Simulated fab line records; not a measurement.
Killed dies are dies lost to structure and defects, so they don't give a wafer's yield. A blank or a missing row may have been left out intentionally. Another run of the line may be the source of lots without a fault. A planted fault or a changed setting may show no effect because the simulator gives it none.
Which tool was responsible? :: flow n5_finfet :: at 1 step of a route of 1938, 11 lots with 32 wafers sampled

## WHAT THE GAUGES SHOWED, per wafer
N5_BEOL_M11_THK_MEAS_01.
lot: L266
measured: day 11 16:17
on: film_metro-02
M11_ILD_THK (nm): 270 266 274

lot: L263
measured: day 11 19:10
on: film_metro-01
M11_ILD_THK (nm): 267 266 270

lot: L267
measured: day 12 18:29
on: film_metro-01
M11_ILD_THK (nm): 269 270 268

lot: L268
measured: day 12 21:07
on: film_metro-02
M11_ILD_THK (nm): 270 273 271

lot: L269
measured: day 13 17:38
on: film_metro-01
M11_ILD_THK (nm): 262 264 269

lot: L272
measured: day 13 22:32
on: film_metro-02
M11_ILD_THK (nm): 269 271

lot: L280
measured: day 17 03:53
on: film_metro-02
M11_ILD_THK (nm): 264 272 275

lot: L279
measured: day 17 06:53
on: film_metro-01
M11_ILD_THK (nm): 268 270 274

lot: L278
measured: day 17 10:08
on: film_metro-02
M11_ILD_THK (nm): 264 265 270

lot: L281
measured: day 17 11:42
on: film_metro-01
M11_ILD_THK (nm): 270 264 273

lot: L282
measured: day 17 21:46
on: film_metro-01
M11_ILD_THK (nm): 271 269 271

## WHAT TOOL EACH LOT RAN ON (gives the tool, then ch and the chambers of the sampled wafers, and finally the start)
No process step before these readings appears in the record.

## THE ANSWER, worked out from the rows above alone
Rule: what is usual is taken from the lots themselves. The widest of any qualifying gaps counts: lots, ordered by their means at a reading, are off when they make up no more than a third of the lots, leave a main group of 4 or more, and stand apart from it by 3 or more times the standard deviation of that group's means. Not used: any main group whose means are identical at the precision the tables above print for the reading. A lot without any number at a reading at which 4 lots or more have one is off too. Where the step has rows for the other lots, those lots are counted as sound.
Nothing can be told from this: no lot is off at any reading shown.

## WHAT HAD BEEN PUT IN BY THE SIMULATOR
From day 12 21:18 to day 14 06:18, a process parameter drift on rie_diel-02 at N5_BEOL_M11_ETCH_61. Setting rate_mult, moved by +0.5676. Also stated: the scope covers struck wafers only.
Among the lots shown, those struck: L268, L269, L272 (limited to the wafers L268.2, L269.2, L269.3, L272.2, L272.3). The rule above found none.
